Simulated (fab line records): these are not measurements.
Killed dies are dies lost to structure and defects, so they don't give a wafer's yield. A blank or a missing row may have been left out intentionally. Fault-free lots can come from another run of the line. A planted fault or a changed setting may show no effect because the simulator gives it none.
Which tool is to blame? + flow n5-finfet + Sampling: 12 lots, 36 wafers, 3 of 1938 route steps

WHAT THE GAUGES SHOWED, per wafer
N5_BEOL_M1_THK_MEAS_53: measures by xrf.
| lot  | measured     | on            | M1_THK (nm)    |
|------|--------------|---------------|----------------|
| L075 | day 6 16:03  | film-metro-01 | 37.1 38.3 38.9 |
| L076 | day 6 23:19  | film-metro-02 | 40.2 39.2 39.2 |
| L079 | day 7 13:10  | film-metro-02 | 37.6 40.0 39.4 |
| L081 | day 7 23:02  | film-metro-01 | 35.4 37.9 37.5 |
| L083 | day 8 13:33  | film-metro-01 | 39.3 41.4 42.4 |
| L084 | day 9 05:43  | film-metro-01 | 38.0 38.4 39.7 |
| L087 | day 9 19:58  | film-metro-02 | 38.1 39.9 39.5 |
| L089 | day 10 03:07 | film-metro-01 | 37.1 39.2 38.0 |
| L091 | day 10 12:35 | film-metro-02 | 36.8 41.7 39.3 |
| L092 | day 11 07:22 | film-metro-02 | 38.9 39.3 40.1 |
| L095 | day 12 09:37 | film-metro-01 | 38.0 40.9 38.5 |
| L097 | day 12 15:16 | film-metro-02 | 37.9 35.9 38.1 |

TOOL THAT RAN EACH LOT (tool first, then ch and the chambers of the sampled wafers, then the start)
| lot  | N5_BEOL_M1_SPUTTER_92        | N5_BEOL_M1_CMP_52             |
|------|------------------------------|-------------------------------|
| L075 | pvd-sputter-01, day 6 14:50  | cmp-04 ch 0,1,2, day 6 15:48  |
| L076 | pvd-sputter-01, day 6 22:02  | cmp-01 ch 0,1,2, day 6 23:01  |
| L079 | pvd-sputter-03, day 7 11:56  | cmp-04 ch 1,2, day 7 12:53    |
| L081 | pvd-sputter-02, day 7 21:48  | cmp-04 ch 2,3, day 7 22:46    |
| L083 | pvd-sputter-03, day 8 12:20  | cmp-04 ch 2,3, day 8 13:18    |
| L084 | pvd-sputter-01, day 9 04:29  | cmp-04 ch 0,1,2, day 9 05:30  |
| L087 | pvd-sputter-02, day 9 18:28  | cmp-03 ch 0,2,3, day 9 19:45  |
| L089 | pvd-sputter-03, day 10 01:52 | cmp-04 ch 0,2,3, day 10 02:56 |
| L091 | pvd-sputter-02, day 10 11:22 | cmp-04 ch 0,3, day 10 12:17   |
| L092 | pvd-sputter-01, day 11 06:08 | cmp-03 ch 0,1, day 11 07:04   |
| L095 | pvd-sputter-02, day 12 08:23 | cmp-04 ch 0,2,3, day 12 09:19 |
| L097 | pvd-sputter-02, day 12 14:02 | cmp-03 ch 0,1,3, day 12 15:02 |
- N5_BEOL_M1_SPUTTER_92: material Cu, target thk 4.5 nm, time 8.29 s.
- N5_BEOL_M1_CMP_52: polishes, stops on SiOC, t overpolish 6.8 s, target thk 40 nm.

THE ANSWER, worked out from the rows above alone
Rule: what is usual is taken from the lots themselves. Put in order of their means at a reading, lots are off if they are a third of the lots or fewer, leave a main group of 4 or more, and stand apart from it by a gap of 3 or more times the standard deviation of the main group's means; of several such gaps the widest counts. A main group is skipped when, at the precision printed for the reading in the tables above, its means are all equal. Also off: a lot with no number at a reading for which 4 or more lots have one. Any other lot the step has rows for is counted as sound.
No lot is off on any of the readings shown, so nothing can be concluded from this.

WHAT THE SIMULATOR PUT IN
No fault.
